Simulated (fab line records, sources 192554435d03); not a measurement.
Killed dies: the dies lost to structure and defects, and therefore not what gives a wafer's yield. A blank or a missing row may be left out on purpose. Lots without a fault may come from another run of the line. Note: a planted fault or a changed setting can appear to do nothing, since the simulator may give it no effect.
What tool caused it? || flow n5 finfet || 7 lots with 21 wafers sampled at 5 steps, on a route of 1938 steps

== WHAT THE GAUGES SHOWED, per wafer ==
N5_BEOL_M10_CD_MEAS_18: pitch 140 nm, target cd 70 nm.
{"lot": "L896", "measured": "day 10 08:04", "on": "cd sem-02", "cd nm (nm)": "69.2 68.8 69.0"}
{"lot": "L899", "measured": "day 11 22:04", "on": "cd sem-02", "cd nm (nm)": "69.0 69.5 69.8"}
{"lot": "L904", "measured": "day 13 00:24", "on": "cd sem-03", "cd nm (nm)": "- - -"}
{"lot": "L905", "measured": "day 13 10:37", "on": "cd sem-03", "cd nm (nm)": "69.3 69.2 70.0"}
{"lot": "L910", "measured": "day 14 19:59", "on": "cd sem-03", "cd nm (nm)": "70.1 68.7 69.5"}
{"lot": "L913", "measured": "day 14 22:10", "on": "cd sem-02", "cd nm (nm)": "69.4 70.4 69.7"}
{"lot": "L912", "measured": "day 15 07:35", "on": "cd sem-01", "cd nm (nm)": "68.4 69.7 68.6"}

== TOOL THAT RAN EACH LOT (tool first, then ch and the chambers of the sampled wafers, then the start) ==
{"lot": "L896", "N5_BEOL_M9_DEGAS_44": "pvd sputter-02, day 10 03:19", "N5_BEOL_M10_CURE_71": "uv cure-01 ch 2, day 10 05:27", "N5_BEOL_M10_HM_DEP_02": "pvd sputter-03, day 10 06:42", "N5_BEOL_M10_HM_OPEN_17": "rie metal-01 ch 0,1, day 10 07:52"}
{"lot": "L899", "N5_BEOL_M9_DEGAS_44": "pvd sputter-01, day 11 16:55", "N5_BEOL_M10_CURE_71": "uv cure-03 ch 2, day 11 18:42", "N5_BEOL_M10_HM_DEP_02": "pvd sputter-02, day 11 20:45", "N5_BEOL_M10_HM_OPEN_17": "rie metal-03 ch 0,1, day 11 21:50"}
{"lot": "L904", "N5_BEOL_M9_DEGAS_44": "pvd sputter-02, day 12 19:08", "N5_BEOL_M10_CURE_71": "uv cure-01 ch 0, day 12 22:02", "N5_BEOL_M10_HM_DEP_02": "pvd sputter-02, day 12 23:22", "N5_BEOL_M10_HM_OPEN_17": "rie metal-03 ch 0,1, day 13 00:13"}
{"lot": "L905", "N5_BEOL_M9_DEGAS_44": "pvd sputter-01, day 13 03:35", "N5_BEOL_M10_CURE_71": "uv cure-03 ch 1, day 13 05:58", "N5_BEOL_M10_HM_DEP_02": "pvd sputter-01, day 13 09:10", "N5_BEOL_M10_HM_OPEN_17": "rie metal-01 ch 0, day 13 10:22"}
{"lot": "L910", "N5_BEOL_M9_DEGAS_44": "pvd sputter-03, day 14 16:10", "N5_BEOL_M10_CURE_71": "uv cure-01 ch 0, day 14 18:01", "N5_BEOL_M10_HM_DEP_02": "pvd sputter-02, day 14 19:04", "N5_BEOL_M10_HM_OPEN_17": "rie metal-01 ch 0,1, day 14 19:47"}
{"lot": "L913", "N5_BEOL_M9_DEGAS_44": "pvd sputter-02, day 14 17:25", "N5_BEOL_M10_CURE_71": "uv cure-03 ch 1, day 14 19:50", "N5_BEOL_M10_HM_DEP_02": "pvd sputter-02, day 14 21:14", "N5_BEOL_M10_HM_OPEN_17": "rie metal-01 ch 1, day 14 21:58"}
{"lot": "L912", "N5_BEOL_M9_DEGAS_44": "pvd sputter-03, day 15 01:19", "N5_BEOL_M10_CURE_71": "uv cure-02 ch 2, day 15 03:21", "N5_BEOL_M10_HM_DEP_02": "pvd sputter-01, day 15 06:31", "N5_BEOL_M10_HM_OPEN_17": "rie metal-03 ch 0,1, day 15 07:23"}
- N5_BEOL_M9_DEGAS_44: time 60 s.
- N5_BEOL_M10_CURE_71: cures SiCOH lowk, time 240 s.
- N5_BEOL_M10_HM_DEP_02: deposits TiN, target thk 20 nm.
- N5_BEOL_M10_HM_OPEN_17: chemistry Cl2/BCl3, target TiN, target depth 20 nm, overetch 6 nm.

== THE ANSWER, worked out from the rows above alone ==
Rule: what is usual is taken from the lots themselves. Put in order of their means at a reading, lots are off if they are a third of the lots or fewer, leave a main group of 4 or more, and stand apart from it by a gap of 3 or more times the standard deviation of the main group's means; of several such gaps the widest counts. A main group is skipped when, at the precision printed for the reading in the tables above, its means are all equal. Also off: a lot with no number at a reading for which 4 or more lots have one. All remaining lots with rows at the step are treated as sound.
Off: L904, at N5_BEOL_M10_CD_MEAS_18 (cd nm). Without a number there: L904. The main group has a mean of 69.4 nm with a standard deviation of 0.31.
A tool fits if, at a process step before that reading, it ran every lot that is off, and no sound lot after the first of them. The gauges at N5_BEOL_M10_CD_MEAS_18 are tried like those tools. No candidate that was tried fits.

== WHAT THE SIMULATOR HAD PUT IN ==
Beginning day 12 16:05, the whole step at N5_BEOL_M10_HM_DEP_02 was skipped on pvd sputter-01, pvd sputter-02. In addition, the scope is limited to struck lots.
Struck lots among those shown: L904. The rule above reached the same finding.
